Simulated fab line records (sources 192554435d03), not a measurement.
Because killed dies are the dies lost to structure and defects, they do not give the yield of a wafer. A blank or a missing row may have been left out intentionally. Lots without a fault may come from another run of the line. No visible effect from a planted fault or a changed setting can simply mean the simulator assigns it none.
Matching of chambers + flow n5-finfet + N5_BEOL_M15_ILD_DEP_00 on pecvd-02: 3 sister chambers
The step deposits SiO2 from TEOS/O2, target thk 1629.3 nm, time 346.1 s. 18 wafers are shown with their chamber, then 9 later ones without.

## WAFERS PAIRED WITH THEIR CHAMBERS
| wafer  | chamber | throttle-valve-pct (%) | showerhead-plenum-p-Torr (Torr) | heater-power-w (W) |
|--------|---------|------------------------|---------------------------------|--------------------|
| L076.1 | 2       | 17.3                   | 8.38                            | 669                |
| L076.2 | 1       | 19.8                   | 8.32                            | 541                |
| L076.5 | 2       | 17.3                   | 8.37                            | 723                |
| L075.2 | 0       | 18.0                   | 8.40                            | 589                |
| L075.3 | 1       | 19.7                   | 8.29                            | 523                |
| L075.4 | 0       | 18.2                   | 8.42                            | 472                |
| L084.2 | 0       | 17.8                   | 8.41                            | 607                |
| L084.3 | 1       | 19.5                   | 8.31                            | 600                |
| L084.6 | 2       | 17.6                   | 8.39                            | 549                |
| L085.1 | 0       | 17.8                   | 8.40                            | 610                |
| L085.2 | 2       | 17.6                   | 8.40                            | 728                |
| L085.3 | 1       | 19.6                   | 8.32                            | 563                |
| L086.3 | 2       | 17.5                   | 8.38                            | 730                |
| L086.5 | 2       | 17.6                   | 8.39                            | 566                |
| L086.6 | 1       | 19.7                   | 8.32                            | 604                |
| L091.2 | 2       | 17.8                   | 8.40                            | 687                |
| L091.3 | 0       | 17.9                   | 8.39                            | 579                |
| L091.6 | 2       | 17.5                   | 8.39                            | 558                |

SIGNATURES, as means of the wafers listed above
| reading                  | chamber 0 | chamber 1 | chamber 2 | scatter within a chamber |
|--------------------------|-----------|-----------|-----------|--------------------------|
| throttle-valve-pct       | 17.940    | 19.660    | 17.525    | 0.155                    |
| showerhead-plenum-p-Torr | 8.4040    | 8.3120    | 8.3875    | 0.0114                   |
| heater-power-w           | 571.40    | 566.20    | 651.25    | 65                       |
Rule: a wafer's distance from a chamber is the root of the sum, over the readings, of the square of ((its reading less the chamber's mean) divided by the reading's scatter). The wafer belongs to the nearest chamber; if the next one is less than 2 further off, it can't be placed. The scatter is the square root of a quotient: the sum, over the shown wafers, of each reading's squared deviation from its chamber's mean, divided by wafers minus chambers.

## WAFERS WITH NO CHAMBER GIVEN
| wafer  | throttle-valve-pct (%) | showerhead-plenum-p-Torr (Torr) | heater-power-w (W) |
|--------|------------------------|---------------------------------|--------------------|
| L090.3 | 17.7                   | 8.41                            | 675                |
| L090.4 | 17.8                   | 8.41                            | 737                |
| L090.5 | 18.0                   | 8.41                            | 476                |
| L089.1 | 17.7                   | 8.38                            | 687                |
| L089.2 | 20.0                   | 8.30                            | 471                |
| L089.6 | 18.3                   | 8.42                            | 472                |
| L095.1 | 19.6                   | 8.32                            | 536                |
| L095.3 | 18.1                   | 8.40                            | 600                |
| L095.6 | 17.6                   | 8.37                            | 553                |

## THE CHAMBER EACH PASSED THROUGH
| wafer  | from the rows above     | in truth |
|--------|-------------------------|----------|
| L090.3 | can't be placed: 0 or 2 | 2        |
| L090.4 | can't be placed: 0 or 2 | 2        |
| L090.5 | 0                       | 0        |
| L089.1 | can't be placed: 2 or 0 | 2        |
| L089.2 | 1                       | 1        |
| L089.6 | 0                       | 0        |
| L095.1 | 1                       | 1        |
| L095.3 | 0                       | 0        |
| L095.6 | can't be placed: 2 or 0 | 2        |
Placed correctly: 5 of 9. Can't be placed from these rows: 4 (the true chamber is among the candidates in 4). 0 placed wrongly.
